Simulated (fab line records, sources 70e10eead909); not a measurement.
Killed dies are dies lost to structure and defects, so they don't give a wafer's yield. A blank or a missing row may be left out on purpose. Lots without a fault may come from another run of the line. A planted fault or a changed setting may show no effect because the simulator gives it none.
Chamber matching | flow nand_harc | NHARC_A_BLC_CMP_25 on cmp-04: 4 sister chambers
The step polishes, t overpolish 30 s, target thk 150 nm. 8 wafers are shown with their chamber, then 10 later ones without.

WAFERS WITH THEIR CHAMBER
wafer  | chamber | motor_current_A (A) | time_to_endpoint_s (s)
L082.4 | 3       | 14.3                | 30
L083.1 | 2       | 11.3                | 32
L083.2 | 1       | 13.2                | 28
L085.1 | 0       | 10.9                | 30
L085.4 | 1       | 13.8                | 30
L085.5 | 3       | 13.6                | 29
L092.1 | 2       | 11.3                | 31
L092.2 | 0       | 11.0                | 29

WAFERS WITHOUT THEIR CHAMBER
wafer  | motor_current_A (A) | time_to_endpoint_s (s)
L092.3 | 14.0                | 29
L093.2 | 10.8                | 28
L093.3 | 14.2                | 31
L093.6 | 11.6                | 26
L096.1 | 11.3                | 34
L096.2 | 13.9                | 36
L096.3 | 13.2                | 33
L095.3 | 14.8                | 31
L095.5 | 13.7                | 31
L095.6 | 11.3                | 31

WHICH CHAMBER EACH WENT THROUGH
wafer  | from the rows above          | in truth
L092.3 | can't be placed: 3 or 1      | 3
L093.2 | 0                            | 0
L093.3 | can't be placed: 3 or 1      | 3
L093.6 | can't be placed: 0 or 2      | 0
L096.1 | 2                            | 2
L096.2 | can't be placed: 3 or 1      | 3
L096.3 | can't be placed: 1 or 3 or 2 | 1
L095.3 | can't be placed: 3 or 1      | 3
L095.5 | can't be placed: 3 or 1      | 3
L095.6 | can't be placed: 2 or 0      | 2
Placed correctly: 2 of 10. Can't be placed from these rows: 8 (the true chamber is among the candidates in 8). Placed wrongly: 0.
How it was worked out, from the rows above alone: a wafer's distance from a chamber is the root of the sum, over the readings, of the square of ((its reading less the chamber's mean) divided by the reading's scatter). The wafer belongs to the nearest chamber; if the next one is less than 2 further off, it can't be placed. A chamber's mean is the mean of its shown wafers. The scatter: the root of (the sum of the squares of (reading less its chamber's mean) over the shown wafers, divided by (wafers less chambers)).
